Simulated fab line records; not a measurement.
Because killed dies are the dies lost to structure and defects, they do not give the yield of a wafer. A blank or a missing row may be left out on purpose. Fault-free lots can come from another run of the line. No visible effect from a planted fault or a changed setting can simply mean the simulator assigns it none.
fab line records / flow n5Finfet / part 2 of 2: steps 6 to 6 of 6
record: lots: 9 wafers: 26 lastDay: 18
route steps=1938 shown SD_EPI_P@303 SD_ACTIVATION@330 SDB@347 BEOL_M4@1111 PASSIVATION@1936
lots untouched by any fault: they come from a run of this same line in which no faults occurred
startH: the number of hours between the record's first day and the start of the first shown wafer of the lot / waitH: time in hours since the lot's previous step / " as in the row above / L1.1+2: a row that stands for several wafers / - value missing, or start not given / * or withheld: withheld / < > ~ a bound
route shown NAME@n: NAME is a module with steps in the file, n the number in the route of the first one / usual: average and standard deviation across the fault-free wafers / same: alike in all rows / chamber/n: place in a boat / sites: per-site readings / _std_site: the values' standard deviation / _edge_site: the outer-site mean with the inner-site mean subtracted / radiusMm: how far each site lies from the wafer's centre / mask NAME#n: copy n / behind: tool/chamber where the wafer was last shaped / hold: the reason the lot was held/the length of the hold in hours/how it ended / device: the transistor (n, p or np) that didn't switch / end of line: tests run on the same wafers once the route is complete / a step given without rows: its recipe and nothing more / killed: not the wafer's yield, but the dies lost to structure and defects at the first sort / map: per-die view of a wafer (x killed, . not killed, _ where there is no die)
set.NAME: the setting as run; set.NAME@STEP: as run at that earlier step / model.NAME: the simulator's own value behind a step, which no gauge read
steps of the route over a sample of lots; a table a step, a row a wafer
services: the hour from which a tool's chamber was out of use, counted from the record's first day as startH (under 0 if before that day), plus the number of hours and why
== steps ==
step: N5_PASSIVATION_PROBE_49
usual: defectLimitedYield: 91.4/1.4 killed_at_M0_to_M3: 33/10 killed_at_M4_up: 14/6.1 killedAtContacts: 14/6.1 killedAtFrontEnd: 38/9.7 killedAtOther: 3.1/2.9 killedDies: 102/17 killedOpen: 67/13 killedShort: 32/8 sort_bin_4_leakage: 0.00/0.051 sort_bin_5_function: 5.1/0.94 sort_bin_6_memory: 3.2/0.68 sort_bin_8_speed: 0.02/0.17 sortNPass: 1078/17 sortYieldPct: 91.3/1.5
same: grossDies: 1180 killedAtBackSide: 0
lot.wafer=L387.3 tool=prober-02 chamber=- startH=271.72 waitH=0.1 defectLimitedYield[%]=91.7 killed_at_M0_to_M3=32 killed_at_M4_up=10 killedAtContacts=17 killedAtFrontEnd=33 killedAtOther=6 killedDies=98 killedOpen=64 killedShort=32 sort_bin_4_leakage[%]=0 sort_bin_5_function[%]=5.5 sort_bin_6_memory[%]=2.7 sort_bin_8_speed[%]=0 sortNPass=1082 sortYieldPct[%]=91.7
lot.wafer=L387.5 tool=prober-02 chamber=- startH=271.82 waitH=0.2 defectLimitedYield[%]=89.9 killed_at_M0_to_M3=46 killed_at_M4_up=13 killedAtContacts=10 killedAtFrontEnd=44 killedAtOther=6 killedDies=119 killedOpen=80 killedShort=39 sort_bin_4_leakage[%]=0 sort_bin_5_function[%]=5.9 sort_bin_6_memory[%]=3.7 sort_bin_8_speed[%]=0 sortNPass=1061 sortYieldPct[%]=89.9
lot.wafer=L389.2 tool=prober-01 chamber=- startH=296.12 waitH=0.1 defectLimitedYield[%]=90.4 killed_at_M0_to_M3=42 killed_at_M4_up=11 killedAtContacts=9 killedAtFrontEnd=48 killedAtOther=3 killedDies=113 killedOpen=79 killedShort=32 sort_bin_4_leakage[%]=0 sort_bin_5_function[%]=5.2 sort_bin_6_memory[%]=3.6 sort_bin_8_speed[%]=0 sortNPass=1067 sortYieldPct[%]=90.4
lot.wafer=L389.4 tool=prober-01 chamber=- startH=296.22 waitH=0.2 defectLimitedYield[%]=88.2 killed_at_M0_to_M3=74 killed_at_M4_up=17 killedAtContacts=10 killedAtFrontEnd=27 killedAtOther=11 killedDies=139 killedOpen=100 killedShort=39 sort_bin_4_leakage[%]=0 sort_bin_5_function[%]=6.9 sort_bin_6_memory[%]=4.7 sort_bin_8_speed[%]=0 sortNPass=1041 sortYieldPct[%]=88.2
lot.wafer=L389.5 tool=prober-01 chamber=- startH=296.27 waitH=0.2 defectLimitedYield[%]=91.7 killed_at_M0_to_M3=43 killed_at_M4_up=12 killedAtContacts=7 killedAtFrontEnd=36 killedAtOther=0 killedDies=98 killedOpen=76 killedShort=22 sort_bin_4_leakage[%]=0 sort_bin_5_function[%]=4.9 sort_bin_6_memory[%]=3.1 sort_bin_8_speed[%]=0 sortNPass=1082 sortYieldPct[%]=91.7
lot.wafer=L392.4 tool=prober-01 chamber=- startH=310.44 waitH=0.2 defectLimitedYield[%]=93.4 killed_at_M0_to_M3=29 killed_at_M4_up=10 killedAtContacts=10 killedAtFrontEnd=29 killedAtOther=0 killedDies=78 killedOpen=51 killedShort=27 sort_bin_4_leakage[%]=0 sort_bin_5_function[%]=3.8 sort_bin_6_memory[%]=2.7 sort_bin_8_speed[%]=0 sortNPass=1102 sortYieldPct[%]=93.4
lot.wafer=L392.5 tool=prober-01 chamber=- startH=310.49 waitH=0.2 defectLimitedYield[%]=91.0 killed_at_M0_to_M3=28 killed_at_M4_up=24 killedAtContacts=7 killedAtFrontEnd=46 killedAtOther=1 killedDies=106 killedOpen=77 killedShort=27 sort_bin_4_leakage[%]=0 sort_bin_5_function[%]=5.5 sort_bin_6_memory[%]=3.3 sort_bin_8_speed[%]=0 sortNPass=1074 sortYieldPct[%]=91.0
lot.wafer=L392.6 tool=prober-01 chamber=- startH=310.54 waitH=0.3 defectLimitedYield[%]=90.8 killed_at_M0_to_M3=45 killed_at_M4_up=14 killedAtContacts=8 killedAtFrontEnd=40 killedAtOther=1 killedDies=108 killedOpen=64 killedShort=44 sort_bin_4_leakage[%]=0 sort_bin_5_function[%]=5.3 sort_bin_6_memory[%]=3.5 sort_bin_8_speed[%]=0 sortNPass=1072 sortYieldPct[%]=90.8
lot.wafer=L395.2 tool=prober-01 chamber=- startH=330.60 waitH=0.1 defectLimitedYield[%]=92.2 killed_at_M0_to_M3=18 killed_at_M4_up=13 killedAtContacts=8 killedAtFrontEnd=48 killedAtOther=5 killedDies=92 killedOpen=62 killedShort=30 sort_bin_4_leakage[%]=36.86 sort_bin_5_function[%]=4.6 sort_bin_6_memory[%]=2.9 sort_bin_8_speed[%]=0 sortNPass=653 sortYieldPct[%]=55.3
lot.wafer=L395.3 tool=prober-01 chamber=- startH=330.65 waitH=0.1 defectLimitedYield[%]=92.2 killed_at_M0_to_M3=18 killed_at_M4_up=21 killedAtContacts=13 killedAtFrontEnd=33 killedAtOther=7 killedDies=92 killedOpen=68 killedShort=24 sort_bin_4_leakage[%]=5.00 sort_bin_5_function[%]=4.6 sort_bin_6_memory[%]=3.0 sort_bin_8_speed[%]=0 sortNPass=1029 sortYieldPct[%]=87.2
lot.wafer=L395.4 tool=prober-01 chamber=- startH=330.70 waitH=0.2 defectLimitedYield[%]=90.8 killed_at_M0_to_M3=31 killed_at_M4_up=15 killedAtContacts=25 killedAtFrontEnd=29 killedAtOther=9 killedDies=109 killedOpen=67 killedShort=39 sort_bin_4_leakage[%]=0.25 sort_bin_5_function[%]=5.5 sort_bin_6_memory[%]=3.1 sort_bin_8_speed[%]=0 sortNPass=1068 sortYieldPct[%]=90.5
lot.wafer=L398.3 tool=prober-01 chamber=- startH=346.63 waitH=0.1 defectLimitedYield[%]=90.8 killed_at_M0_to_M3=47 killed_at_M4_up=10 killedAtContacts=16 killedAtFrontEnd=35 killedAtOther=1 killedDies=109 killedOpen=72 killedShort=34 sort_bin_4_leakage[%]=0 sort_bin_5_function[%]=5.3 sort_bin_6_memory[%]=3.2 sort_bin_8_speed[%]=0 sortNPass=1071 sortYieldPct[%]=90.8
lot.wafer=L398.4 tool=prober-01 chamber=- startH=346.68 waitH=0.2 defectLimitedYield[%]=91.1 killed_at_M0_to_M3=36 killed_at_M4_up=10 killedAtContacts=16 killedAtFrontEnd=40 killedAtOther=3 killedDies=105 killedOpen=63 killedShort=36 sort_bin_4_leakage[%]=0 sort_bin_5_function[%]=5.2 sort_bin_6_memory[%]=2.5 sort_bin_8_speed[%]=0 sortNPass=1075 sortYieldPct[%]=91.1
lot.wafer=L398.6 tool=prober-01 chamber=- startH=346.78 waitH=0.3 defectLimitedYield[%]=89.9 killed_at_M0_to_M3=43 killed_at_M4_up=12 killedAtContacts=26 killedAtFrontEnd=32 killedAtOther=6 killedDies=119 killedOpen=80 killedShort=38 sort_bin_4_leakage[%]=0 sort_bin_5_function[%]=5.3 sort_bin_6_memory[%]=4.6 sort_bin_8_speed[%]=0 sortNPass=1061 sortYieldPct[%]=89.9
lot.wafer=L397.1 tool=prober-02 chamber=- startH=352.11 waitH=0.0 defectLimitedYield[%]=89.2 killed_at_M0_to_M3=31 killed_at_M4_up=21 killedAtContacts=31 killedAtFrontEnd=44 killedAtOther=0 killedDies=127 killedOpen=93 killedShort=33 sort_bin_4_leakage[%]=2.03 sort_bin_5_function[%]=6.2 sort_bin_6_memory[%]=4.2 sort_bin_8_speed[%]=0 sortNPass=1029 sortYieldPct[%]=87.2
lot.wafer=L397.2 tool=prober-02 chamber=- startH=352.16 waitH=0.1 defectLimitedYield[%]=91.0 killed_at_M0_to_M3=32 killed_at_M4_up=13 killedAtContacts=14 killedAtFrontEnd=47 killedAtOther=0 killedDies=106 killedOpen=65 killedShort=41 sort_bin_4_leakage[%]=15.42 sort_bin_5_function[%]=5.5 sort_bin_6_memory[%]=3.2 sort_bin_8_speed[%]=0 sortNPass=892 sortYieldPct[%]=75.6
lot.wafer=L397.3 tool=prober-02 chamber=- startH=352.21 waitH=0.1 defectLimitedYield[%]=89.1 killed_at_M0_to_M3=43 killed_at_M4_up=15 killedAtContacts=26 killedAtFrontEnd=44 killedAtOther=1 killedDies=129 killedOpen=87 killedShort=42 sort_bin_4_leakage[%]=29.24 sort_bin_5_function[%]=6.6 sort_bin_6_memory[%]=4.1 sort_bin_8_speed[%]=0 sortNPass=706 sortYieldPct[%]=59.8
lot.wafer=L403.3 tool=prober-02 chamber=- startH=390.30 waitH=0.1 defectLimitedYield[%]=91.8 killed_at_M0_to_M3=27 killed_at_M4_up=33 killedAtContacts=9 killedAtFrontEnd=26 killedAtOther=2 killedDies=97 killedOpen=63 killedShort=29 sort_bin_4_leakage[%]=0 sort_bin_5_function[%]=5.3 sort_bin_6_memory[%]=2.3 sort_bin_8_speed[%]=0 sortNPass=1083 sortYieldPct[%]=91.8
lot.wafer=L403.5 tool=prober-02 chamber=- startH=390.40 waitH=0.2 defectLimitedYield[%]=93.2 killed_at_M0_to_M3=31 killed_at_M4_up=15 killedAtContacts=5 killedAtFrontEnd=28 killedAtOther=1 killedDies=80 killedOpen=52 killedShort=28 sort_bin_4_leakage[%]=0 sort_bin_5_function[%]=4.5 sort_bin_6_memory[%]=2.1 sort_bin_8_speed[%]=0 sortNPass=1100 sortYieldPct[%]=93.2
lot.wafer=L403.6 tool=prober-02 chamber=- startH=390.45 waitH=0.3 defectLimitedYield[%]=89.6 killed_at_M0_to_M3=48 killed_at_M4_up=33 killedAtContacts=7 killedAtFrontEnd=32 killedAtOther=3 killedDies=123 killedOpen=86 killedShort=35 sort_bin_4_leakage[%]=0 sort_bin_5_function[%]=6.6 sort_bin_6_memory[%]=3.5 sort_bin_8_speed[%]=0 sortNPass=1057 sortYieldPct[%]=89.6
lot.wafer=L409.2 tool=prober-01 chamber=- startH=419.06 waitH=0.1 defectLimitedYield[%]=91.4 killed_at_M0_to_M3=29 killed_at_M4_up=18 killedAtContacts=11 killedAtFrontEnd=41 killedAtOther=3 killedDies=102 killedOpen=67 killedShort=34 sort_bin_4_leakage[%]=0 sort_bin_5_function[%]=5.3 sort_bin_6_memory[%]=2.8 sort_bin_8_speed[%]=0 sortNPass=1078 sortYieldPct[%]=91.4
lot.wafer=L409.3 tool=prober-01 chamber=- startH=419.11 waitH=0.1 defectLimitedYield[%]=91.8 killed_at_M0_to_M3=42 killed_at_M4_up=13 killedAtContacts=8 killedAtFrontEnd=34 killedAtOther=0 killedDies=97 killedOpen=62 killedShort=35 sort_bin_4_leakage[%]=0 sort_bin_5_function[%]=5.0 sort_bin_6_memory[%]=2.9 sort_bin_8_speed[%]=0 sortNPass=1083 sortYieldPct[%]=91.8
lot.wafer=L409.5 tool=prober-01 chamber=- startH=419.21 waitH=0.2 defectLimitedYield[%]=91.9 killed_at_M0_to_M3=27 killed_at_M4_up=16 killedAtContacts=17 killedAtFrontEnd=36 killedAtOther=0 killedDies=96 killedOpen=58 killedShort=38 sort_bin_4_leakage[%]=0 sort_bin_5_function[%]=4.7 sort_bin_6_memory[%]=3.1 sort_bin_8_speed[%]=0 sortNPass=1084 sortYieldPct[%]=91.9
lot.wafer=L410.3 tool=prober-02 chamber=- startH=425.05 waitH=0.1 defectLimitedYield[%]=90.7 killed_at_M0_to_M3=39 killed_at_M4_up=15 killedAtContacts=21 killedAtFrontEnd=34 killedAtOther=1 killedDies=110 killedOpen=75 killedShort=35 sort_bin_4_leakage[%]=0 sort_bin_5_function[%]=5.6 sort_bin_6_memory[%]=3.3 sort_bin_8_speed[%]=0 sortNPass=1070 sortYieldPct[%]=90.7
lot.wafer=L410.5 tool=prober-02 chamber=- startH=425.15 waitH=0.2 defectLimitedYield[%]=92.2 killed_at_M0_to_M3=44 killed_at_M4_up=10 killedAtContacts=9 killedAtFrontEnd=29 killedAtOther=0 killedDies=92 killedOpen=60 killedShort=32 sort_bin_4_leakage[%]=0 sort_bin_5_function[%]=5.0 sort_bin_6_memory[%]=2.4 sort_bin_8_speed[%]=0 sortNPass=1088 sortYieldPct[%]=92.2
lot.wafer=L410.6 tool=prober-02 chamber=- startH=425.20 waitH=0.3 defectLimitedYield[%]=92.3 killed_at_M0_to_M3=30 killed_at_M4_up=13 killedAtContacts=15 killedAtFrontEnd=33 killedAtOther=0 killedDies=91 killedOpen=61 killedShort=30 sort_bin_4_leakage[%]=0 sort_bin_5_function[%]=4.3 sort_bin_6_memory[%]=3.1 sort_bin_8_speed[%]=0.08 sortNPass=1088 sortYieldPct[%]=92.2
killed by level:class
L387.3 MOL_CONTACT_COAG:geometricParticle:open=13 STI_FIN_REVEAL:geometricParticle:open=9 BEOL_M0_SAQP:geometricParticle:short=8 BEOL_M1:geometricParticle:open=6 BEOL_M0_SAQP:geometricParticle:open=5 BEOL_M0:geometricParticle:open=5 ILD0:geometricParticle:short=4 MOL_CONTACT_COAG:geometricParticle:short=4
L387.5 BEOL_M0_SAQP:geometricParticle:open=16 BEOL_M0_SAQP:geometricParticle:short=16 STI_FIN_REVEAL:geometricParticle:open=15 MOL_CONTACT_COAG:geometricParticle:open=10 FIN_SAQP:geometricParticle:open=7 BEOL_M3:geometricParticle:open=7 BEOL_M4:geometricParticle:open=5 BEOL_M2:geometricParticle:open=4
L389.2 FIN_SAQP:geometricParticle:open=20 BEOL_M2:geometricParticle:open=19 MOL_CONTACT_COAG:geometricParticle:open=8 BEOL_M0_SAQP:geometricParticle:open=7 BEOL_M0_SAQP:geometricParticle:short=6 DUMMY_GATE:geometricParticle:open=5 BEOL_M4:geometricParticle:open=5 DUMMY_GATE:geometricParticle:short=4
L389.4 BEOL_M2:geometricParticle:open=19 BEOL_M1:geometricParticle:open=18 BEOL_M3:geometricParticle:open=10 MOL_CONTACT_COAG:geometricParticle:open=10 STI_FIN_REVEAL:geometricParticle:open=9 FIN_SAQP:geometricParticle:open=7 BEOL_M2:geometricParticle:short=7 BEOL_M0_SAQP:geometricParticle:open=6
L389.5 BEOL_M2:geometricParticle:open=16 FIN_SAQP:geometricParticle:open=15 MOL_CONTACT_COAG:geometricParticle:open=7 BEOL_M0_SAQP:geometricParticle:short=7 FIN_SAQP:geometricParticle:short=6 BEOL_M6:geometricParticle:open=6 BEOL_M0_SAQP:geometricParticle:open=5 STI_FIN_REVEAL:geometricParticle:open=4
L392.4 BEOL_M3:geometricParticle:open=11 MOL_CONTACT_COAG:geometricParticle:open=9 FIN_SAQP:geometricParticle:short=6 STI_FIN_REVEAL:geometricParticle:open=6 FIN_SAQP:geometricParticle:open=5 BEOL_M0_SAQP:geometricParticle:short=5 BEOL_M0_SAQP:geometricParticle:open=5 BEOL_M1:geometricParticle:open=4
L392.5 STI_FIN_REVEAL:geometricParticle:open=14 BEOL_M4:geometricParticle:open=8 FIN_SAQP:geometricParticle:open=7 MOL_CONTACT_COAG:geometricParticle:open=7 BEOL_M0_SAQP:geometricParticle:open=7 FIN_SAQP:geometricParticle:short=6 BEOL_M1:geometricParticle:open=6 STI_FIN_REVEAL:geometricParticle:short=5
L392.6 BEOL_M3:geometricParticle:open=13 BEOL_M0_SAQP:geometricParticle:short=12 FIN_SAQP:geometricParticle:short=11 STI_FIN_REVEAL:geometricParticle:open=11 BEOL_M2:geometricParticle:open=10 MOL_CONTACT_COAG:geometricParticle:open=6 BEOL_M4:geometricParticle:open=6 BEOL_M3:geometricParticle:short=4
L395.2 FIN_SAQP:geometricParticle:open=18 FIN_SAQP:geometricParticle:short=7 BEOL_M4:geometricParticle:open=7 ILD0:geometricParticle:short=5 BEOL_M3:geometricParticle:open=5 BEOL_M6:geometricParticle:open=5 MOL_CONTACT_COAG:geometricParticle:open=4 MOL_CONTACT_COAG:geometricParticle:short=4
L395.3 BEOL_M4:geometricParticle:open=13 MOL_CONTACT_COAG:geometricParticle:open=12 STI_FIN_REVEAL:geometricParticle:open=8 BEOL_M0_SAQP:geometricParticle:open=7 STI_FIN_REVEAL:geometricParticle:short=6 BEOL_M5:geometricParticle:open=5 DUMMY_GATE:geometricParticle:open=4 PASS1_CAP:geometricParticle:short=4
L395.4 MOL_CONTACT_COAG:geometricParticle:open=18 BEOL_M0_SAQP:geometricParticle:open=11 BEOL_M0_SAQP:geometricParticle:short=9 MOL_CONTACT_COAG:geometricParticle:short=7 FIN_SAQP:geometricParticle:short=6 BEOL_M4:geometricParticle:open=6 STI_FIN_REVEAL:geometricParticle:open=4 BEOL_M1:geometricParticle:open=4
L398.3 MOL_CONTACT_COAG:geometricParticle:open=15 BEOL_M0_SAQP:geometricParticle:short=12 BEOL_M3:geometricParticle:open=12 BEOL_M0_SAQP:geometricParticle:open=11 DUMMY_GATE:geometricParticle:open=7 BEOL_M2:geometricParticle:open=6 FIN_SAQP:geometricParticle:short=5 STI_FIN_REVEAL:geometricParticle:open=4
L398.4 BEOL_M2:geometricParticle:open=11 MOL_CONTACT_COAG:geometricParticle:open=10 STI_FIN_REVEAL:geometricParticle:open=7 DUMMY_GATE:geometricParticle:open=7 MOL_CONTACT_COAG:geometricParticle:short=6 BEOL_M0_SAQP:geometricParticle:open=6 BEOL_M3:geometricParticle:open=6 BEOL_M4:geometricParticle:short=5
L398.6 MOL_CONTACT_COAG:geometricParticle:open=18 BEOL_M0_SAQP:geometricParticle:open=14 BEOL_M0_SAQP:geometricParticle:short=9 MOL_CONTACT_COAG:geometricParticle:short=8 BEOL_M2:geometricParticle:short=8 BEOL_M3:geometricParticle:open=8 FIN_SAQP:geometricParticle:short=6 STI_FIN_REVEAL:geometricParticle:open=6
L397.1 MOL_CONTACT_COAG:geometricParticle:open=28 FIN_SAQP:geometricParticle:open=12 FIN_SAQP:geometricParticle:short=8 DUMMY_GATE:geometricParticle:open=7 BEOL_M3:geometricParticle:open=7 BEOL_M4:geometricParticle:open=7 GATE_CUT:geometricParticle:short=5 BEOL_M0_SAQP:geometricParticle:short=5
L397.2 FIN_SAQP:geometricParticle:short=15 MOL_CONTACT_COAG:geometricParticle:open=12 FIN_SAQP:geometricParticle:open=7 BEOL_M0:geometricParticle:open=7 BEOL_M0_SAQP:geometricParticle:short=6 STARTING-WAFER:geometricParticle:short=5 DUMMY_GATE:geometricParticle:open=4 BEOL_M3:geometricParticle:open=4
L397.3 MOL_CONTACT_COAG:geometricParticle:open=21 BEOL_M0_SAQP:geometricParticle:open=12 STI_FIN_REVEAL:geometricParticle:open=9 BEOL_M0_SAQP:geometricParticle:short=9 BEOL_M1:geometricParticle:open=8 MOL_CONTACT_COAG:geometricParticle:short=5 BEOL_M2:geometricParticle:open=5 BEOL_M4:geometricParticle:open=5
L403.3 BEOL_M4:geometricParticle:open=10 MOL_CONTACT_COAG:geometricParticle:open=8 BEOL_M0_SAQP:geometricParticle:open=8 BEOL_M5:geometricParticle:open=7 DUMMY_GATE:geometricParticle:open=6 BEOL_M0_SAQP:geometricParticle:short=6 DUMMY_GATE:geometricParticle:short=4 BEOL_M1:geometricParticle:open=4
L403.5 BEOL_M0_SAQP:geometricParticle:short=10 BEOL_M4:geometricParticle:open=7 BEOL_M0_SAQP:geometricParticle:open=6 BEOL_M2:geometricParticle:open=5 MOL_CONTACT_COAG:geometricParticle:open=5 STARTING-WAFER:geometricParticle:open=5 DUMMY_GATE:geometricParticle:open=4 BEOL_M1:geometricParticle:open=4
L403.6 BEOL_M4:geometricParticle:open=15 BEOL_M2:geometricParticle:open=12 BEOL_M0_SAQP:geometricParticle:open=11 BEOL_M4:geometricParticle:short=10 BEOL_M0_SAQP:geometricParticle:short=9 STI_FIN_REVEAL:geometricParticle:open=7 FIN_SAQP:geometricParticle:open=6 BEOL_M0:geometricParticle:open=6
L409.2 BEOL_M1:geometricParticle:open=10 FIN_SAQP:geometricParticle:open=9 FIN_SAQP:geometricParticle:short=8 STI_FIN_REVEAL:geometricParticle:open=8 BEOL_M0_SAQP:geometricParticle:open=7 BEOL_M4:geometricParticle:open=7 MOL_CONTACT_COAG:geometricParticle:open=6 GATE_CUT:geometricParticle:short=6
L409.3 BEOL_M2:geometricParticle:open=12 BEOL_M0_SAQP:geometricParticle:short=10 STI_FIN_REVEAL:geometricParticle:open=9 FIN_SAQP:geometricParticle:short=8 MOL_CONTACT_COAG:geometricParticle:open=8 BEOL_M0_SAQP:geometricParticle:open=6 BEOL_M4:geometricParticle:open=6 BEOL_M3:geometricParticle:open=5
L409.5 BEOL_M1:geometricParticle:open=13 MOL_CONTACT_COAG:geometricParticle:open=12 BEOL_M4:geometricParticle:open=12 STI_FIN_REVEAL:geometricParticle:open=9 FIN_SAQP:geometricParticle:short=7 BEOL_M0_SAQP:geometricParticle:short=7 GATE_CUT:geometricParticle:short=5 MOL_CONTACT_COAG:geometricParticle:short=5
L410.3 MOL_CONTACT_COAG:geometricParticle:open=18 BEOL_M1:geometricParticle:open=18 FIN_SAQP:geometricParticle:short=8 BEOL_M2:geometricParticle:open=8 GATE_CUT:geometricParticle:short=7 BEOL_M4:geometricParticle:open=5 FIN_SAQP:geometricParticle:open=4 BEOL_M0_SAQP:geometricParticle:short=4
L410.5 BEOL_M1:geometricParticle:open=15 BEOL_M2:geometricParticle:open=13 FIN_SAQP:geometricParticle:short=9 MOL_CONTACT_COAG:geometricParticle:open=5 BEOL_M3:geometricParticle:open=5 FIN_SAQP:geometricParticle:open=4 STI_FIN_REVEAL:geometricParticle:open=4 MOL_CONTACT_COAG:geometricParticle:short=4
L410.6 FIN_SAQP:geometricParticle:open=13 BEOL_M1:geometricParticle:open=11 MOL_CONTACT_COAG:geometricParticle:open=9 MOL_CONTACT_COAG:geometricParticle:short=6 BEOL_M2:geometricParticle:open=6 BEOL_M4:geometricParticle:open=6 STARTING-WAFER:geometricParticle:short=6 FIN_SAQP:geometricParticle:short=5
== services ==
tool=rieDiel-03 chamber=1 startH=35.95 hours=5.7 kind=repair
tool=rieDiel-05 chamber=1 startH=43.00 hours=7.6 kind=repair
tool=pecvd-01 chamber=- startH=53.39 hours=2.3 kind=repair
tool=rieDiel-05 chamber=0 startH=61.90 hours=4.1 kind=repair
tool=rieDiel-04 chamber=0 startH=63.16 hours=- kind=clean
tool=rieDiel-04 chamber=0 startH=63.16 hours=- kind=consumableReplace:focusRing
tool=rieDiel-04 chamber=0 startH=63.16 hours=- kind=consumableReplace:showerhead
tool=rieDiel-04 chamber=3 startH=93.70 hours=2.8 kind=repair
tool=pecvd-02 chamber=0 startH=102.82 hours=13.4 kind=repair
tool=rieDiel-03 chamber=0 startH=106.18 hours=2.4 kind=repair
tool=pecvd-01 chamber=1 startH=112.75 hours=4.2 kind=repair
tool=rtpAnneal-02 chamber=- startH=112.97 hours=3.1 kind=pm
tool=pecvd-01 chamber=1 startH=116.99 hours=16.5 kind=scheduledDown
tool=pecvd-03 chamber=- startH=120.21 hours=1.9 kind=repair
tool=pecvd-03 chamber=- startH=134.93 hours=2.8 kind=pm
tool=rieDiel-04 chamber=3 startH=137.60 hours=7.0 kind=repair
tool=pecvd-01 chamber=- startH=157.44 hours=1.0 kind=repair
tool=rieDiel-03 chamber=- startH=157.63 hours=0.1 kind=repair
tool=rieDiel-05 chamber=1 startH=164.37 hours=3.9 kind=repair
tool=rieDiel-03 chamber=3 startH=179.41 hours=1.8 kind=repair
tool=pecvd-03 chamber=- startH=181.97 hours=1.2 kind=repair
tool=pecvd-03 chamber=0 startH=195.99 hours=6.7 kind=repair
tool=pecvd-02 chamber=0 startH=203.08 hours=10.7 kind=repair
tool=pecvd-01 chamber=- startH=203.62 hours=2.8 kind=pm
== key ==
firstSign: step: N5_SD_ACTIVATION_RTA_00 reading: lamp_zone_4_pct direction: up sigmas: 15 usual: * struck: *
effect: step: N5_SD_ACTIVATION_RTA_00 reading: lamp_zone_3_pct direction: up sigmas: 14 usual: * struck: *
effect: step: N5_BEOL_M4_RC_MEAS_101 reading: IOFF_N direction: up sigmas: 5.8 usual: 0.16 struck: 0.40
effect: step: N5_BEOL_M4_RC_MEAS_101 reading: IOFF_N_85C direction: up sigmas: 5.2 usual: 3.1 struck: 6.7
effect: step: N5_BEOL_M4_RC_MEAS_101 reading: IOFF_N_LIN direction: up sigmas: 5.1 usual: 0.075 struck: 0.153
effect: step: N5_BEOL_M4_RC_MEAS_101 reading: REXT_N direction: down sigmas: 4.5 usual: 74.9 struck: 66.5
effect: step: N5_BEOL_M4_RC_MEAS_101 reading: DIBL_N direction: up sigmas: 3.9 usual: 36.2 struck: 45.0
effect: step: N5_BEOL_M4_RC_MEAS_101 reading: ION_N direction: up sigmas: 3.8 usual: 676 struck: 738
effect: step: N5_BEOL_M4_RC_MEAS_101 reading: VT_N direction: down sigmas: 3.7 usual: 249 struck: 235
effect: step: N5_BEOL_M4_RC_MEAS_101 reading: VT_N_LVT direction: down sigmas: 3.4 usual: 98 struck: 84
effect: step: N5_BEOL_M4_RC_MEAS_101 reading: SS_N direction: up sigmas: 2.2 usual: 71.6 struck: 73.3
effect: step: N5_BEOL_M4_RC_MEAS_101 reading: ION_P direction: up sigmas: 2.2 usual: 463 struck: 486
effect: step: N5_BEOL_M4_RC_MEAS_101 reading: IOFF_P direction: up sigmas: 2.1 usual: 0.21 struck: 0.31 wafersMoved: 2
effect: step: N5_BEOL_M4_RC_MEAS_101 reading: VT_P direction: up sigmas: 2.1 usual: -251 struck: -243
effect: step: N5_PASSIVATION_PROBE_49 reading: sort_bin_4_leakage direction: up sigmas: 99+ usual: 0.00 struck: 14.80
metAt N5_SD_ACTIVATION_RTA_00
struckLots L395,L397
notActingAt N5_SD_EPI_P_CD_MEAS_09,N5_SD_EPI_P_ETCH_37,N5_SDB_HM_DEP_00
onsetBetween 68.96 108.04
fault: kind: processParameterDrift tool: rtpAnneal-02 chamber: - onsetH: 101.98 steps: N5_SD_ACTIVATION_RTA_00 channel: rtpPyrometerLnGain offset: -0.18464 shape: step endH: 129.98
